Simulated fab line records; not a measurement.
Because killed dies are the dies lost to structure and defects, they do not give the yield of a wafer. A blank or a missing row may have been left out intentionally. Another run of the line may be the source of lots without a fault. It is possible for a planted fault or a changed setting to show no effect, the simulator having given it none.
What tool caused it? :: flow nand-harc :: Sampling: 13 lots, 39 wafers, 5 of 1302 route steps

== WHAT THE GAUGES READ, wafer by wafer ==
NHARC_END_SORT_01.
lot: L133
measured: day 29 10:19
on: prober-01
killed-at-array: 84 67 77
killed-at-other: 1 1 0
killed-at-periphery: 52 63 34
killed-dies: 137 131 111
killed-open: 2 3 4
killed-short: 3 2 3

lot: L134
measured: day 29 18:07
on: prober-01
killed-at-array: 21 37 39
killed-at-other: 0 1 0
killed-at-periphery: 56 41 67
killed-dies: 77 79 106
killed-open: 1 4 2
killed-short: 1 1 5

== WHAT TOOL EACH LOT RAN ON (gives the tool, then ch and the chambers of the sampled wafers, and finally the start) ==
lot: L122
NHARC_P_CONTACT_STRIP_29: wet-bench-09 ch 0,3,7, day 5 20:02
NHARC_THIN_TSV_DEP_43: pecvd-02 ch 0,2, day 23 21:28
NHARC_THIN_TSV_DEP_47: pecvd-02 ch 1,2, day 24 00:05
NHARC_THIN_TSV_DESCUM_35: rie-diel-13 ch 0,2,3, day 24 04:47

lot: L124
NHARC_P_CONTACT_STRIP_29: wet-bench-09 ch 2,4,5, day 6 18:04
NHARC_THIN_TSV_DEP_43: pecvd-02 ch 0,2, day 24 12:26
NHARC_THIN_TSV_DEP_47: pecvd-02 ch 0,1, day 24 14:58
NHARC_THIN_TSV_DESCUM_35: rie-diel-04 ch 2,3, day 24 19:37

lot: L125
NHARC_P_CONTACT_STRIP_29: wet-bench-07 ch 0,1,2, day 7 00:34
NHARC_THIN_TSV_DEP_43: pecvd-02 ch 1,2, day 24 16:26
NHARC_THIN_TSV_DEP_47: pecvd-02 ch 0,1, day 24 19:07
NHARC_THIN_TSV_DESCUM_35: rie-diel-09 ch 0,2,3, day 24 23:44

lot: L133
NHARC_P_CONTACT_STRIP_29: wet-bench-07 ch 5,6,7, day 10 18:08
NHARC_THIN_TSV_DEP_43: pecvd-04 ch 0,1,2, day 28 15:54
NHARC_THIN_TSV_DEP_47: pecvd-02 ch 1,2, day 28 18:34
NHARC_THIN_TSV_DESCUM_35: rie-diel-04 ch 0,2,3, day 28 22:52

lot: L134
NHARC_P_CONTACT_STRIP_29: wet-bench-07 ch 1,5,6, day 10 20:55
NHARC_THIN_TSV_DEP_43: pecvd-04 ch 0,1,2, day 28 21:19
NHARC_THIN_TSV_DEP_47: pecvd-03 ch 0,1,2, day 28 23:56
NHARC_THIN_TSV_DESCUM_35: rie-diel-04 ch 2,3, day 29 04:03

lot: L135
NHARC_P_CONTACT_STRIP_29: wet-bench-09 ch 3,4,5, day 11 04:53
NHARC_THIN_TSV_DEP_43: pecvd-03 ch 0,1,2, day 28 20:10
NHARC_THIN_TSV_DEP_47: pecvd-03 ch 0,1,2, day 28 22:47
NHARC_THIN_TSV_DESCUM_35: rie-diel-04 ch 0,2,3, day 29 02:55

lot: L137
NHARC_P_CONTACT_STRIP_29: wet-bench-03 ch 0,3,4, day 12 11:11
NHARC_THIN_TSV_DEP_43: pecvd-04 ch 0,1,2, day 31 02:27
NHARC_THIN_TSV_DEP_47: pecvd-03 ch 1,2, day 31 05:09
NHARC_THIN_TSV_DESCUM_35: rie-diel-04 ch 0,2,3, day 31 09:23

lot: L139
NHARC_P_CONTACT_STRIP_29: wet-bench-09 ch 0,1,5, day 13 00:35
NHARC_THIN_TSV_DEP_43: pecvd-02 ch 0,2, day 30 13:07
NHARC_THIN_TSV_DEP_47: pecvd-03 ch 1,2, day 30 15:52
NHARC_THIN_TSV_DESCUM_35: rie-diel-09 ch 1,2,3, day 30 20:16

lot: L140
NHARC_P_CONTACT_STRIP_29: wet-bench-07 ch 0,5,7, day 13 06:33
NHARC_THIN_TSV_DEP_43: pecvd-04 ch 0,1,2, day 31 03:43
NHARC_THIN_TSV_DEP_47: pecvd-04 ch 0,2, day 31 06:25
NHARC_THIN_TSV_DESCUM_35: rie-diel-13 ch 0,1,3, day 31 10:27

lot: L141
NHARC_P_CONTACT_STRIP_29: wet-bench-03 ch 0,6,7, day 13 19:46
NHARC_THIN_TSV_DEP_43: pecvd-04 ch 0,1,2, day 31 17:25
NHARC_THIN_TSV_DEP_47: pecvd-02 ch 0,1,2, day 31 20:05
NHARC_THIN_TSV_DESCUM_35: rie-diel-09 ch 0,1,2, day 32 00:25

lot: L142
NHARC_P_CONTACT_STRIP_29: wet-bench-07 ch 0,1,6, day 14 03:16
NHARC_THIN_TSV_DEP_43: pecvd-02 ch 0,1, day 32 02:40
NHARC_THIN_TSV_DEP_47: pecvd-04 ch 1,2, day 32 05:22
NHARC_THIN_TSV_DESCUM_35: rie-diel-09 ch 0,3, day 32 09:33

lot: L143
NHARC_P_CONTACT_STRIP_29: wet-bench-07 ch 0,6,7, day 14 14:29
NHARC_THIN_TSV_DEP_43: pecvd-04 ch 0,1, day 32 19:14
NHARC_THIN_TSV_DEP_47: pecvd-04 ch 1,2, day 32 21:56
NHARC_THIN_TSV_DESCUM_35: rie-diel-09 ch 0,2, day 33 02:01

lot: L145
NHARC_P_CONTACT_STRIP_29: wet-bench-09 ch 0,1,2, day 15 15:18
NHARC_THIN_TSV_DEP_43: pecvd-04 ch 1,2, day 33 04:52
NHARC_THIN_TSV_DEP_47: pecvd-04 ch 0,1,2, day 33 07:27
NHARC_THIN_TSV_DESCUM_35: rie-diel-13 ch 0,1, day 33 12:00
- NHARC_P_CONTACT_STRIP_29: strips in post etch residue remover, time 1200 s.
- NHARC_THIN_TSV_DEP_43: deposits SiO2, target thk 1328.5 nm.
- NHARC_THIN_TSV_DEP_47: deposits SiO2, target thk 200 nm.
- NHARC_THIN_TSV_DESCUM_35: chemistry O2, time 3 s.

== AS READ BY THE TOOLS THEMSELVES (means over the sampled wafers that have a number; for cases with no such wafer, the mark the record gives instead) ==
NHARC_THIN_TSV_DEP_43.
lot: L122
tool: pecvd-02
throttle-valve-pct (%): 16.3

lot: L124
tool: pecvd-02
throttle-valve-pct (%): 16.4

lot: L125
tool: pecvd-02
throttle-valve-pct (%): 16.5

lot: L133
tool: pecvd-04
throttle-valve-pct (%): 15.9

lot: L134
tool: pecvd-04
throttle-valve-pct (%): 16.1

lot: L135
tool: pecvd-03
throttle-valve-pct (%): 15.6

lot: L137
tool: pecvd-04
throttle-valve-pct (%): 15.9

lot: L139
tool: pecvd-02
throttle-valve-pct (%): 16.0

lot: L140
tool: pecvd-04
throttle-valve-pct (%): 16.0

lot: L141
tool: pecvd-04
throttle-valve-pct (%): 16.0

lot: L142
tool: pecvd-02
throttle-valve-pct (%): 16.3

lot: L143
tool: pecvd-04
throttle-valve-pct (%): 16.3

lot: L145
tool: pecvd-04
throttle-valve-pct (%): 15.8

NHARC_THIN_TSV_DEP_47.
lot: L122
tool: pecvd-02
throttle-valve-pct (%): 16.5

lot: L124
tool: pecvd-02
throttle-valve-pct (%): 16.6

lot: L125
tool: pecvd-02
throttle-valve-pct (%): 16.5

lot: L133
tool: pecvd-02
throttle-valve-pct (%): 16.1

lot: L134
tool: pecvd-03
throttle-valve-pct (%): 15.5

lot: L135
tool: pecvd-03
throttle-valve-pct (%): 15.5

lot: L137
tool: pecvd-03
throttle-valve-pct (%): 15.7

lot: L139
tool: pecvd-03
throttle-valve-pct (%): 16.0

lot: L140
tool: pecvd-04
throttle-valve-pct (%): 15.7

lot: L141
tool: pecvd-02
throttle-valve-pct (%): 16.2

lot: L142
tool: pecvd-04
throttle-valve-pct (%): 16.4

lot: L143
tool: pecvd-04
throttle-valve-pct (%): 15.8

lot: L145
tool: pecvd-04
throttle-valve-pct (%): 16.1

NHARC_THIN_TSV_DESCUM_35.
lot: L122
tool: rie-diel-13
drypump-motor-current-A (A): 6.0
oes-product-au (a.u.): 1.008
rf-vpp-V (V): 58.4
showerhead-plenum-p-Torr (Torr): 1.97
throttle-valve-pct (%): 11.313

lot: L124
tool: rie-diel-04
drypump-motor-current-A (A): 5.6
oes-product-au (a.u.): 1.017
rf-vpp-V (V): 57.6
showerhead-plenum-p-Torr (Torr): 1.92
throttle-valve-pct (%): 11.305

lot: L125
tool: rie-diel-09
drypump-motor-current-A (A): 6.0
oes-product-au (a.u.): 1.005
rf-vpp-V (V): 57.9
showerhead-plenum-p-Torr (Torr): 1.97
throttle-valve-pct (%): 11.314

lot: L133
tool: rie-diel-04
drypump-motor-current-A (A): 5.8
oes-product-au (a.u.): 1.006
rf-vpp-V (V): 57.8
showerhead-plenum-p-Torr (Torr): 1.96
throttle-valve-pct (%): 11.305

lot: L134
tool: rie-diel-04
drypump-motor-current-A (A): 5.5
oes-product-au (a.u.): 1.008
rf-vpp-V (V): 57.9
showerhead-plenum-p-Torr (Torr): 1.94
throttle-valve-pct (%): 11.304

lot: L135
tool: rie-diel-04
drypump-motor-current-A (A): 5.8
oes-product-au (a.u.): 1.005
rf-vpp-V (V): 58.3
showerhead-plenum-p-Torr (Torr): 1.96
throttle-valve-pct (%): 11.311

lot: L137
tool: rie-diel-04
drypump-motor-current-A (A): 5.8
oes-product-au (a.u.): 1.012
rf-vpp-V (V): 57.7
showerhead-plenum-p-Torr (Torr): 1.96
throttle-valve-pct (%): 11.309

lot: L139
tool: rie-diel-09
drypump-motor-current-A (A): 5.7
oes-product-au (a.u.): 1.004
rf-vpp-V (V): 57.4
showerhead-plenum-p-Torr (Torr): 1.98
throttle-valve-pct (%): 11.327

lot: L140
tool: rie-diel-13
drypump-motor-current-A (A): 5.9
oes-product-au (a.u.): 0.998
rf-vpp-V (V): 56.6
showerhead-plenum-p-Torr (Torr): 1.90
throttle-valve-pct (%): 11.303

lot: L141
tool: rie-diel-09
drypump-motor-current-A (A): 6.0
oes-product-au (a.u.): 0.999
rf-vpp-V (V): 58.1
showerhead-plenum-p-Torr (Torr): 1.94
throttle-valve-pct (%): 11.315

lot: L142
tool: rie-diel-09
drypump-motor-current-A (A): 5.8
oes-product-au (a.u.): 1.012
rf-vpp-V (V): 58.0
showerhead-plenum-p-Torr (Torr): 1.97
throttle-valve-pct (%): 11.298

lot: L143
tool: rie-diel-09
drypump-motor-current-A (A): 6.3
oes-product-au (a.u.): 1.003
rf-vpp-V (V): 58.3
showerhead-plenum-p-Torr (Torr): 1.93
throttle-valve-pct (%): 11.306

lot: L145
tool: rie-diel-13
drypump-motor-current-A (A): 6.1
oes-product-au (a.u.): 1.004
rf-vpp-V (V): 57.3
showerhead-plenum-p-Torr (Torr): 1.87
throttle-valve-pct (%): 11.307

== THE ANSWER, worked out from the rows above alone ==
Rule: what is usual is taken from the lots themselves. The widest of any qualifying gaps counts: lots, ordered by their means at a reading, are off when they make up no more than a third of the lots, leave a main group of 4 or more, and stand apart from it by 3 or more times the standard deviation of that group's means. The tables above print the reading to a certain number of digits; a main group whose means all agree to those digits is not used. A lot without any number at a reading at which 4 lots or more have one is off too. Where the step has rows for the other lots, those lots are counted as sound. First the gauges in route order, then the tools' own readings, where a lot's mean is used as printed above. The first step at which some lot is off is used, and at that step the reading that is off furthest; a lot without a number counts as furthest.
No lot is off at any reading shown: from this, nothing can be told.

== WHAT THE SIMULATOR HAD INSERTED ==
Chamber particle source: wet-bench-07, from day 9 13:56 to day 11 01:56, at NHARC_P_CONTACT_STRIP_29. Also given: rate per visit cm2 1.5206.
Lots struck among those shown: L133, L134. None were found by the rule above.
